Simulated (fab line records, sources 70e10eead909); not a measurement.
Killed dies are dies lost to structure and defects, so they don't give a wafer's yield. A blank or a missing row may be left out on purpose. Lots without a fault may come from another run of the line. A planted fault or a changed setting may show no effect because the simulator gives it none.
Chamber matching | flow nand_harc | NHARC_A_WL_FILL_ALD_02 on ald_metal-01: 4 sister chambers
The step deposits TiN, target thk 2 nm, pulse time 3 s, ald cycles 100. 8 wafers are shown with their chamber, then 8 later ones without.

WAFERS WITH THEIR CHAMBER
wafer  | chamber | heater_power_w (W) | precursor_pulse_height_rel
L083.6 | 0       | 1053               | 1.006
L088.1 | 1       | 1023               | 1.006
L088.2 | 3       | 900                | 0.981
L088.5 | 2       | 1234               | 1.015
L089.1 | 0       | 1074               | 1.002
L089.2 | 3       | 939                | 0.994
L089.3 | 1       | 1020               | 1.031
L089.4 | 2       | 1221               | 1.005

WAFERS WITHOUT THEIR CHAMBER
wafer  | heater_power_w (W) | precursor_pulse_height_rel
L089.5 | 919                | 1.030
L089.6 | 1083               | 1.006
L092.1 | 1040               | 1.000
L092.2 | 1233               | 1.001
L092.3 | 1093               | 0.958
L094.4 | 1222               | 0.962
L094.5 | 1228               | 1.012
L094.6 | 938                | 1.017

WHICH CHAMBER EACH WENT THROUGH
wafer  | from the rows above     | in truth
L089.5 | 3                       | 3
L089.6 | 0                       | 0
L092.1 | can't be placed: 0 or 1 | 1
L092.2 | 2                       | 2
L092.3 | 0                       | 0
L094.4 | 2                       | 2
L094.5 | 2                       | 2
L094.6 | 3                       | 3
Placed correctly: 7 of 8. Can't be placed from these rows: 1 (the true chamber is among the candidates in 1). Placed wrongly: 0.
How it was worked out, from the rows above alone: a wafer's distance from a chamber is the root of the sum, over the readings, of the square of ((its reading less the chamber's mean) divided by the reading's scatter). The wafer belongs to the nearest chamber; if the next one is less than 2 further off, it can't be placed. A chamber's mean is the mean of its shown wafers. The scatter: the root of (the sum of the squares of (reading less its chamber's mean) over the shown wafers, divided by (wafers less chambers)).
